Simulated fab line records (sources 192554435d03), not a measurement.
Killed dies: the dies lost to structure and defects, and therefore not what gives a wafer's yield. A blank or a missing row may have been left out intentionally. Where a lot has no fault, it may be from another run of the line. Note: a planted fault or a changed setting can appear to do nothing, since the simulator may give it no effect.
Matching of chambers ; flow n5-finfet ; N5_DUMMY_GATE_ETCH_23 on rie-si-02: 4 sister chambers
The step etches poly-Si in HBr/Cl2/O2, target depth 41 nm, time 22.3 s. 8 wafers are shown with their chamber, then 9 later ones without.

EACH WAFER AND ITS CHAMBER
wafer;chamber;throttle-valve-pct (%);drypump-motor-current-A (A)
L082.5;2;37.73;5.87
L083.2;2;37.72;5.87
L083.5;0;36.90;5.83
L087.4;0;36.91;5.82
L087.6;1;37.75;5.86
L089.1;3;37.75;6.22
L089.4;1;37.75;5.85
L089.6;3;37.77;6.27

WAFERS WITH NO CHAMBER GIVEN
wafer;throttle-valve-pct (%);drypump-motor-current-A (A)
L091.1;37.74;6.26
L091.2;36.91;5.82
L091.3;37.72;5.88
L094.2;37.72;5.87
L094.5;36.91;5.82
L094.6;37.77;5.87
L096.1;37.78;5.82
L096.2;36.90;5.82
L096.3;37.75;6.25

THE CHAMBER EACH PASSED THROUGH
wafer;from the rows above;in truth
L091.1;3;3
L091.2;0;0
L091.3;2;2
L094.2;2;2
L094.5;0;0
L094.6;1;1
L096.1;1;1
L096.2;0;0
L096.3;3;3
Placed correctly: 9 of 9. Can't be placed from these rows: 0. Placed wrongly: 0.
How it was worked out, from the rows above alone: a wafer's distance from a chamber is the root of the sum, over the readings, of the square of ((its reading less the chamber's mean) divided by the reading's scatter). If the next closest chamber is less than 2 further off than the closest, the wafer can't be placed; otherwise it belongs to the closest. A chamber's mean is the mean of its shown wafers. The scatter: take each reading less its chamber's mean, square it, sum over the shown wafers, divide by the number of wafers less the number of chambers, and take the root.
